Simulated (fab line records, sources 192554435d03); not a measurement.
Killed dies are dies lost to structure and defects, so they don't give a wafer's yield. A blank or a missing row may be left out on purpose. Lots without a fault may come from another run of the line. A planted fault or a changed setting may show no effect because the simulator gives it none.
Split-lot experiment | flow n5_finfet | 7 lots, 21 wafers read, on a route of 1938 steps

THE SPLIT
At N5_ZERO_LAYER_EXPOSE_08 (exposes mask ZERO, defocus 0 nm, target cd 2000 nm), the setting dose_mj was moved away from the recipe's 16.2 on 5 of the 21 wafers read, by -6.2% to +5.6%. The other wafers ran this setting at the recipe's value.

FROM THE SPLIT TO THE READING: what the file shows between them, 3 steps
- N5_ZERO_LAYER_PEB_09
- N5_ZERO_LAYER_DEVELOP_10: develop time 60 s
- N5_ZERO_LAYER_HARDBAKE_23: time 120 s

THE READING
cd_nm, in nm, at N5_ZERO_LAYER_CD_MEAS_11 (target cd 2000 nm). Fault-free wafers of this fab line usually give 2000.1 nm, standard deviation 1.3 nm.

wafer  | tool, chamber at the split | dose_mj as run | against the recipe | cd_nm, nm | against lot-mates on the recipe
L074.1 | krf_scanner-02, 0          | 16.2           | recipe             | 1997.2    | -
L074.2 | krf_scanner-02, 0          | 16.2           | recipe             | 1998.5    | -
L074.6 | krf_scanner-02, 0          | 16.2           | recipe             | 1997.2    | -
L076.1 | krf_scanner-01, 0          | 15.2           | -6.2%              | 1987.9    | -11.6
L076.2 | krf_scanner-01, 0          | 15.2           | -6.2%              | 1985.7    | -13.8
L076.3 | krf_scanner-01, 0          | 16.2           | recipe             | 1999.5    | -
L082.1 | krf_scanner-01, 0          | 16.2           | recipe             | 1999.8    | -
L082.4 | krf_scanner-01, 0          | 16.2           | recipe             | 1998.9    | -
L082.6 | krf_scanner-01, 0          | 16.2           | recipe             | 1998.8    | -
L087.4 | krf_scanner-02, 0          | 17.06          | +5.3%              | 2008.3    | +8.0
L087.5 | krf_scanner-02, 0          | 16.2           | recipe             | 2000.5    | -
L087.6 | krf_scanner-02, 0          | 16.2           | recipe             | 2000.0    | -
L089.1 | krf_scanner-02, 0          | 16.2           | recipe             | 1999.9    | -
L089.2 | krf_scanner-02, 0          | 16.2           | recipe             | 2000.7    | -
L089.4 | krf_scanner-02, 0          | 17.1           | +5.6%              | 2011.5    | +11.2
L094.1 | krf_scanner-02, 0          | 16.2           | recipe             | 1999.5    | -
L094.3 | krf_scanner-02, 0          | 16.2           | recipe             | 1999.5    | -
L094.5 | krf_scanner-02, 0          | 16.2           | recipe             | 1998.4    | -
L095.2 | krf_scanner-01, 0          | 16.2           | recipe             | 2001.0    | -
L095.4 | krf_scanner-01, 0          | 16.2           | recipe             | 2000.2    | -
L095.6 | krf_scanner-01, 0          | 15.26          | -5.8%              | 1989.6    | -11.0

THE FIT
A straight line over all 21 wafers: cd_nm changes by +1.93 nm for each +1% of dose_mj; r = +0.98; the points scatter about the line by 1.2 nm.
The same after taking each lot's own level away (the mean of its wafers on the recipe; 21 wafers): +1.92 nm for each +1%; r = +0.99; scatter 0.78 nm.
On that fit, the largest move of dose_mj shifts the reading by 12 nm.
The lots' own levels span 1997.63 to 2000.60 nm, that is 2.3 times the standard deviation above.
So the lot-to-lot level changes the slope little: the two slopes agree.
Check: with one of the wafers moved furthest among these (-6.2%) left out of the fit, the line predicts -12.1 nm for it against its lot-mates. It came out at -11.6 nm against them.

OTHER SPLITS ON THESE WAFERS
These wafers also went through other splits before the reading. Each is held against what the fit with the lots' levels taken away leaves over:
other split on the same wafers | wafers away from the commonest value | r with cd_nm (lot level and that fit taken away)
N5_ZERO_LAYER_COAT_05 spin_rpm | 6                                    | +0.17

THE WHOLE CHAIN: every reading that the file lists as answering this split, in the file's order
step                     | what it does             | reading                                                           | change (the file's fit)              | r (the file's)
N5_ZERO_LAYER_CD_MEAS_11 | target cd 2000 nm        | cd_nm                                                             | +1.89 nm for each +1% of the setting | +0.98
N5_ZERO_LAYER_DESCUM_16  | chemistry O2, time 7.9 s | ZERO_LAYER.cd_nm (the simulator's own value, which no gauge read) | +1.89 nm for each +1% of the setting | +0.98

THE FILE'S OWN FIT
cd_nm changes by +1.89 nm for each +1% of dose_mj, r = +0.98.
